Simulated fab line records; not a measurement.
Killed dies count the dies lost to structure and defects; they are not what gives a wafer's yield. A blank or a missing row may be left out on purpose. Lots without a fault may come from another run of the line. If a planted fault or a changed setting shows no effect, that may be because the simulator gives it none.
Split-lot experiment    flow n5-finfet    on a route of 1938 steps: 7 lots, 21 wafers read

SPLIT DETAILS
At N5_BEOL_M14_COAT_58 (time 60 s, resist thk 89 nm), the setting spin-rpm was moved away from the recipe's 1500 rpm on 2 of the 21 wafers read, by -5.4% to +7.9%. All remaining wafers had this setting at the recipe value.

The reading is taken at the split's own step.

THE READING
BARC_of_BEOL_M14_COAT_58.thk-nm (the simulator's own value, which no gauge read), in nm, at N5_BEOL_M14_COAT_58 (time 60 s, resist thk 89 nm). The file gives no usual value for it. Here, 19 wafers ran the recipe; their average is 89.1 nm with a standard deviation of 0.26 nm.

wafer   tool, chamber at the split  spin-rpm as run, rpm  against the recipe  BARC_of_BEOL_M14_COAT_58.thk-nm, nm  against lot-mates on the recipe
L074.4  litho-track-05, 0           1500                  recipe              89.2                                 -
L074.5  litho-track-05, 0           1500                  recipe              89.2                                 -
L074.6  litho-track-05, 0           1419                  -5.4%               91.4                                 +2.2
L076.2  litho-track-04, 0           1500                  recipe              89                                   -
L076.6  litho-track-04, 0           1500                  recipe              89                                   -
L076.3  litho-track-04, 0           1500                  recipe              88.8                                 -
L080.3  litho-track-04, 0           1500                  recipe              89                                   -
L080.6  litho-track-04, 0           1500                  recipe              89                                   -
L080.4  litho-track-04, 0           1500                  recipe              89.4                                 -
L086.1  litho-track-04, 0           1500                  recipe              88.8                                 -
L086.3  litho-track-04, 0           1500                  recipe              88.6                                 -
L086.6  litho-track-04, 0           1500                  recipe              88.6                                 -
L087.2  litho-track-05, 0           1500                  recipe              89.4                                 -
L087.5  litho-track-05, 0           1500                  recipe              89.4                                 -
L087.6  litho-track-05, 0           1500                  recipe              89.2                                 -
L089.4  litho-track-04, 0           1500                  recipe              89.2                                 -
L089.6  litho-track-04, 0           1500                  recipe              89.2                                 -
L089.5  litho-track-04, 0           1618                  +7.9%               85.6                                 -3.6
L096.1  litho-track-02, 0           1500                  recipe              89.6                                 -
L096.2  litho-track-02, 0           1500                  recipe              89.2                                 -
L096.5  litho-track-02, 0           1500                  recipe              89.2                                 -

FIT RESULTS
A straight line over all 21 wafers: BARC_of_BEOL_M14_COAT_58.thk-nm changes by -0.439 nm for each +1% of spin-rpm; r = -0.96; the points scatter about the line by 0.26 nm.
The same after taking each lot's own level away (the mean of its wafers on the recipe; 21 wafers): -0.441 nm for each +1%; r = -0.99; scatter 0.13 nm.
Per that fit: largest spin-rpm move, reading shift of 3.5 nm.
Across the lots, their own levels run from 88.67 to 89.33 nm, a range of 2.5 times the standard deviation given above.
Consequently the slope shifts little with the lot-to-lot level, the two slopes agreeing.
Check: -3.2 nm against its lot-mates is what the line predicts for one of the wafers moved furthest among these (+7.9%) when that wafer is left out of the fit. It came out at -3.6 nm against them.

THESE WAFERS: OTHER SPLITS
Before the reading, these wafers also passed through other splits. Each is held against what the fit with the lots' levels taken away leaves over:
other split on the same wafers     wafers away from the commonest value  r with BARC_of_BEOL_M14_COAT_58.thk-nm (lot level and that fit taken away)
N5_BEOL_M10_TRENCH_ETCH_37 bias-w  6                                     +0.36
N5_BEOL_M12_ILD_DEP_00 time-s      7                                     -0.08
N5_BEOL_M12_PEB_08 peb-time-s      5                                     -0.29
N5_BEOL_M12_TRENCH_ETCH_34 time-s  5                                     -0.22
N5_BEOL_M12_SPUTTER_45 time-s      3                                     -0.16

THE FILE'S OWN FIT
BARC_of_BEOL_M14_COAT_58.thk-nm changes by -0.442 nm for each +1% of spin-rpm, r = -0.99.
